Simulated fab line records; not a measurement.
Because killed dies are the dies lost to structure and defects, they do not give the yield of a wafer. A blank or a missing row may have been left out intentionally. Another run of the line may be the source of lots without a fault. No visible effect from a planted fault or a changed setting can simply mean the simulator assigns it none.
Split-lot study + flow n5-finfet + 21 wafers read from 7 lots, route of 1938 steps

== ON THE SPLIT ==
At N5_BEOL_M5_COAT_22 (resist thk 30 nm), the setting spin-rpm was moved away from the recipe's 1500 rpm on 7 of the 21 wafers read, by -5.1% to +5.9%. For the rest of the wafers, this setting stayed at what the recipe calls for.

== FROM THE SPLIT TO THE READING: what the file shows between them, 6 steps ==
- N5_BEOL_M5_EBR_24
- N5_BEOL_M5_SOFTBAKE_23: time 60 s
- N5_BEOL_M5_EXPOSE_25: exposes mask V4, defocus 10 nm
- N5_BEOL_M5_PEB_26: peb time 60 s
- N5_BEOL_M5_DEVELOP_27: develop time 30 s
- N5_BEOL_M5_DESCUM_33: chemistry O2, time 7 s

== THE READING ==
CAR-EUV_of_BEOL_M5_COAT_22.thk-nm (the simulator's own value, which no gauge read), in nm, at N5_BEOL_M5_ETCH_75 (etches underlayer in N2/H2, target depth 6.5 nm, time 5.2 s). There is no usual value for it anywhere in the file. The 14 wafers here that ran the recipe average 20.3 nm, standard deviation 0.09 nm.

| wafer  | tool, chamber at the split | spin-rpm as run, rpm | against the recipe | CAR-EUV_of_BEOL_M5_COAT_22.thk-nm, nm | against lot-mates on the recipe |
|--------|----------------------------|----------------------|--------------------|---------------------------------------|---------------------------------|
| L074.1 | litho-track-02, 0          | 1500                 | recipe             | 20.4                                  | -                               |
| L074.3 | litho-track-02, 0          | 1500                 | recipe             | 20.4                                  | -                               |
| L074.4 | litho-track-02, 0          | 1500                 | recipe             | 20.2                                  | -                               |
| L078.1 | litho-track-04, 0          | 1500                 | recipe             | 20.4                                  | -                               |
| L078.2 | litho-track-04, 0          | 1500                 | recipe             | 20.4                                  | -                               |
| L078.5 | litho-track-04, 0          | 1588                 | +5.9%              | 19.6                                  | -0.8                            |
| L079.1 | litho-track-04, 0          | 1456                 | -2.9%              | 20.8                                  | +0.4                            |
| L079.3 | litho-track-04, 0          | 1456                 | -2.9%              | 20.8                                  | +0.4                            |
| L079.4 | litho-track-04, 0          | 1500                 | recipe             | 20.4                                  | -                               |
| L084.1 | litho-track-02, 0          | 1442                 | -3.9%              | 20.8                                  | +0.6                            |
| L084.2 | litho-track-02, 0          | 1442                 | -3.9%              | 20.8                                  | +0.6                            |
| L084.4 | litho-track-02, 0          | 1500                 | recipe             | 20.2                                  | -                               |
| L085.3 | litho-track-04, 0          | 1500                 | recipe             | 20.4                                  | -                               |
| L085.4 | litho-track-04, 0          | 1500                 | recipe             | 20.4                                  | -                               |
| L085.5 | litho-track-04, 0          | 1500                 | recipe             | 20.2                                  | -                               |
| L086.1 | litho-track-04, 0          | 1500                 | recipe             | 20.4                                  | -                               |
| L086.3 | litho-track-04, 0          | 1500                 | recipe             | 20.4                                  | -                               |
| L086.5 | litho-track-04, 0          | 1500                 | recipe             | 20.4                                  | -                               |
| L089.3 | litho-track-02, 0          | 1423                 | -5.1%              | 21.2                                  | +1.0                            |
| L089.5 | litho-track-02, 0          | 1423                 | -5.1%              | 21.2                                  | +1.0                            |
| L089.6 | litho-track-02, 0          | 1500                 | recipe             | 20.2                                  | -                               |

FIT RESULTS
A straight line over all 21 wafers: CAR-EUV_of_BEOL_M5_COAT_22.thk-nm changes by -0.143 nm for each +1% of spin-rpm; r = -0.97; the points scatter about the line by 0.095 nm.
The same after taking each lot's own level away (the mean of its wafers on the recipe; 21 wafers): -0.162 nm for each +1%; r = -0.98; scatter 0.086 nm.
Per that fit: largest spin-rpm move, reading shift of 0.95 nm.
From 20.20 to 20.40 nm: that is the span of the lots' own levels, equal to 2.2 times the standard deviation above.
Thus the slope moves with the lot-to-lot level: the two fits are different.
Check: for one of the wafers moved furthest among these (+5.9%), held out of the fit, the line's prediction against its lot-mates is -1.04 nm. Against them it came out at -0.8 nm.

== THE WHOLE CHAIN: every reading that the file lists as answering this split, in the file's order ==
| step                  | what it does                                                | reading                                                                            | change (the file's fit)               | r (the file's) |
|-----------------------|-------------------------------------------------------------|------------------------------------------------------------------------------------|---------------------------------------|----------------|
| N5_BEOL_M5_COAT_22    | resist thk 30 nm                                            | CAR-EUV_of_BEOL_M5_COAT_22.thk-nm (the simulator's own value, which no gauge read) | -0.141 nm for each +1% of the setting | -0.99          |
| N5_BEOL_M5_DEVELOP_27 | develop time 30 s                                           | CAR-EUV_of_BEOL_M5_COAT_22.thk-nm (the simulator's own value, which no gauge read) | -0.146 nm for each +1% of the setting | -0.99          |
| N5_BEOL_M5_DESCUM_33  | chemistry O2, time 7 s                                      | CAR-EUV_of_BEOL_M5_COAT_22.thk-nm (the simulator's own value, which no gauge read) | -0.165 nm for each +1% of the setting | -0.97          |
| N5_BEOL_M5_ETCH_75    | etches underlayer in N2/H2, target depth 6.5 nm, time 5.2 s | CAR-EUV_of_BEOL_M5_COAT_22.thk-nm (the simulator's own value, which no gauge read) | -0.158 nm for each +1% of the setting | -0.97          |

== THE FILE'S OWN FIT ==
CAR-EUV_of_BEOL_M5_COAT_22.thk-nm changes by -0.158 nm for each +1% of spin-rpm, r = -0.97.
